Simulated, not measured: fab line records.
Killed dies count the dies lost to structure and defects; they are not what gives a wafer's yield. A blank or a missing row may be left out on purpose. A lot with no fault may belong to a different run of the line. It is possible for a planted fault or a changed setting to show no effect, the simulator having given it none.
What tool caused it?	flow nand-harc	36 wafers from 12 lots sampled at 5 of the route's 1159 steps

## WHAT THE GAUGES READ, wafer by wafer
NHARC_END_SORT_01. Usual: killed-at-array 27, standard deviation 12; killed-at-other 0.9, standard deviation 1.1; killed-at-periphery 3.2, standard deviation 2.4; killed-dies 31, standard deviation 12; killed-open 3.3, standard deviation 1.7; killed-short 2.0, standard deviation 1.6.
lot	measured	on	killed-at-array	killed-at-other	killed-at-periphery	killed-dies	killed-open	killed-short	flag
L861	day 25 04:38	prober-02	41 643 47	0 1 3	1 5 4	42 649 54	1 5 5	4 2 2	OFF

## EACH LOT AND THE TOOL THAT RAN IT (in order: tool; ch and the chambers of the sampled wafers; start)
lot	NHARC_A_CONTACT_DEP_57	NHARC_THIN_TSV_DEP_47	NHARC_THIN_TSV_PVD_51	NHARC_THIN_TSV_ETCH_59
L852	acl-dep-01 ch 0, day 16 16:31	pecvd-02 ch 0,1,2, day 18 21:25	pvd-sputter-01, day 19 01:50 or earlier	rie-metal-02 ch 0,1, day 19 01:50
L850	acl-dep-02 ch 0, day 16 18:19	pecvd-04 ch 0,1, day 18 22:38	pvd-sputter-01, day 19 03:05 or earlier	rie-metal-03 ch 0,1, day 19 03:05
L851	acl-dep-03 ch 0, day 16 23:19	pecvd-04 ch 1,2, day 19 02:58	pvd-sputter-01, day 19 07:22 or earlier	rie-metal-01 ch 0,1, day 19 07:22
L863	acl-dep-02 ch 0, day 19 13:43	pecvd-04 ch 0,1,2, day 23 17:17	pvd-sputter-02, day 23 22:35 or earlier	rie-metal-01 ch 0,1, day 23 22:35
L861	acl-dep-01 ch 0, day 19 16:00	pecvd-04 ch 0,2, day 23 15:26	pvd-sputter-02, day 23 20:20 or earlier	rie-metal-02 ch 1, day 23 20:20
L862	acl-dep-03 ch 0, day 19 21:30	pecvd-01 ch 1,2, day 23 18:52	pvd-sputter-01, day 23 23:31 or earlier	rie-metal-03 ch 0,1, day 23 23:31
L865	acl-dep-02 ch 0, day 20 00:59	pecvd-04 ch 0,1,2, day 23 19:41	pvd-sputter-01, day 24 00:23 or earlier	rie-metal-02 ch 0,1, day 24 00:23
L867	acl-dep-03 ch 0, day 20 20:42	pecvd-02 ch 0,1, day 23 21:47	pvd-sputter-02, day 24 02:23 or earlier	rie-metal-03 ch 0,1, day 24 02:23
L870	acl-dep-02 ch 0, day 21 10:13	pecvd-02 ch 0,1,2, day 23 23:46	pvd-sputter-03, day 24 04:16 or earlier	rie-metal-03 ch 0,1, day 24 04:16
L869	acl-dep-02 ch 0, day 22 06:30	pecvd-02 ch 0,1,2, day 24 17:08	pvd-sputter-03, day 24 18:17	rie-metal-01 ch 0,1, day 24 21:35
L872	acl-dep-03 ch 0, day 22 14:58	pecvd-01 ch 0,1,2, day 24 18:43	pvd-sputter-01, day 24 23:08 or earlier	rie-metal-02 ch 0,1, day 24 23:08
L873	acl-dep-02 ch 0, day 22 20:10	pecvd-01 ch 1,2, day 24 20:48	pvd-sputter-01, day 25 01:07 or earlier	rie-metal-02 ch 0,1, day 25 01:07
- NHARC_A_CONTACT_DEP_57: deposits aC, target thk 2800 nm.
- NHARC_THIN_TSV_DEP_47: deposits SiO2, target thk 200 nm.
- NHARC_THIN_TSV_PVD_51: deposits Cu, target thk 100 nm.
- NHARC_THIN_TSV_ETCH_59: etches the open film in Cl2/BCl3, target depth 880 nm, time 138.1 s.

## AS READ BY THE TOOLS THEMSELVES (means over the sampled wafers that have a number; for cases with no such wafer, the mark the record gives instead)
NHARC_A_CONTACT_DEP_57. Usual: 34.999 % for throttle-valve-pct, sd 0.0095.
lot	tool	throttle-valve-pct (%)	flag
L852	acl-dep-01	34.989	
L850	acl-dep-02	34.993	
L851	acl-dep-03	34.999	
L863	acl-dep-02	35.007	
L861	acl-dep-01	34.995	
L862	acl-dep-03	35.006	
L865	acl-dep-02	34.997	
L867	acl-dep-03	34.997	
L870	acl-dep-02	35.002	
L869	acl-dep-02	34.995	
L872	acl-dep-03	34.992	
L873	acl-dep-02	34.998	

NHARC_THIN_TSV_DEP_47. Usual: 15.8 % for throttle-valve-pct, sd 0.62.
lot	tool	throttle-valve-pct (%)	flag
L852	pecvd-02	14.7	
L850	pecvd-04	15.9	
L851	pecvd-04	16.1	
L863	pecvd-04	16.2	
L861	pecvd-04	16.1	
L862	pecvd-01	16.0	
L865	pecvd-04	16.2	
L867	pecvd-02	15.3	
L870	pecvd-02	15.2	
L869	pecvd-02	15.2	
L872	pecvd-01	15.8	
L873	pecvd-01	16.1	

NHARC_THIN_TSV_PVD_51. Usual: 30.4 % for throttle-valve-pct, sd 1.1.
lot	tool	throttle-valve-pct (%)	flag
L852	pvd-sputter-01	30.8	
L850	pvd-sputter-01	31.7	
L851	pvd-sputter-01	30.2	
L863	pvd-sputter-02	30.5	
L861	pvd-sputter-02	30.0	
L862	pvd-sputter-01	30.8	
L865	pvd-sputter-01	31.1	
L867	pvd-sputter-02	30.6	
L870	pvd-sputter-03	30.3	
L869	pvd-sputter-03	30.0	
L872	pvd-sputter-01	30.6	
L873	pvd-sputter-01	32.1	

NHARC_THIN_TSV_ETCH_59. Usual: drypump-motor-current-A 5.3 A, standard deviation 0.33; oes-product-au 0.997 a.u., standard deviation 0.013; throttle-valve-pct 22.264 %, standard deviation 0.0097.
lot	tool	drypump-motor-current-A (A)	oes-product-au (a.u.)	throttle-valve-pct (%)	flag
L852	rie-metal-02	5.7	0.995	22.268	
L850	rie-metal-03	5.1	0.991	22.268	
L851	rie-metal-01	5.0	1.014	22.262	
L863	rie-metal-01	5.1	1.008	22.259	
L861	rie-metal-02	5.8	1.006	22.263	
L862	rie-metal-03	5.1	0.982	22.266	
L865	rie-metal-02	5.7	0.991	22.263	
L867	rie-metal-03	5.3	0.996	22.268	
L870	rie-metal-03	5.3	0.998	22.265	
L869	rie-metal-01	5.1	1.004	22.268	
L872	rie-metal-02	5.6	1.006	22.277	
L873	rie-metal-02	5.7	1.006	22.255	

## THE ANSWER, worked out from the rows above alone
Rule: lot off if the mean of its wafers having a number is beyond 3 standard deviations from the usual mean. Also off: a lot with no number at a reading for which 4 or more lots have one. The other lots that the step has rows for count as sound. After the gauges, taken in route order, come the tools' own readings; for these a lot's mean is taken, as printed above. At the first step where some lot is off, the reading lying furthest off is the one used; lots without a number count as furthest.
Off at NHARC_END_SORT_01 (killed-dies): L861. Neither off nor sound, because the step has no rows for them: L852, L850, L851, L863, L862, L865, L867, L870, L869, L872, L873.
A tool fits if, at a process step before that reading, it ran every lot that is off, and no sound lot after the first of them. Those tools and the gauges at NHARC_END_SORT_01 are tried in the same way. Because NHARC_THIN_TSV_PVD_51 lacks a start for some lots, the hours and order of its lots are taken from NHARC_THIN_TSV_ETCH_59. Can't be told from this: 5 tools fit, acl-dep-01 at NHARC_A_CONTACT_DEP_57, pecvd-04 at NHARC_THIN_TSV_DEP_47, pvd-sputter-02 at NHARC_THIN_TSV_PVD_51, rie-metal-02 at NHARC_THIN_TSV_ETCH_59, prober-02 at NHARC_END_SORT_01.

## WHAT THE SIMULATOR HAD PUT IN
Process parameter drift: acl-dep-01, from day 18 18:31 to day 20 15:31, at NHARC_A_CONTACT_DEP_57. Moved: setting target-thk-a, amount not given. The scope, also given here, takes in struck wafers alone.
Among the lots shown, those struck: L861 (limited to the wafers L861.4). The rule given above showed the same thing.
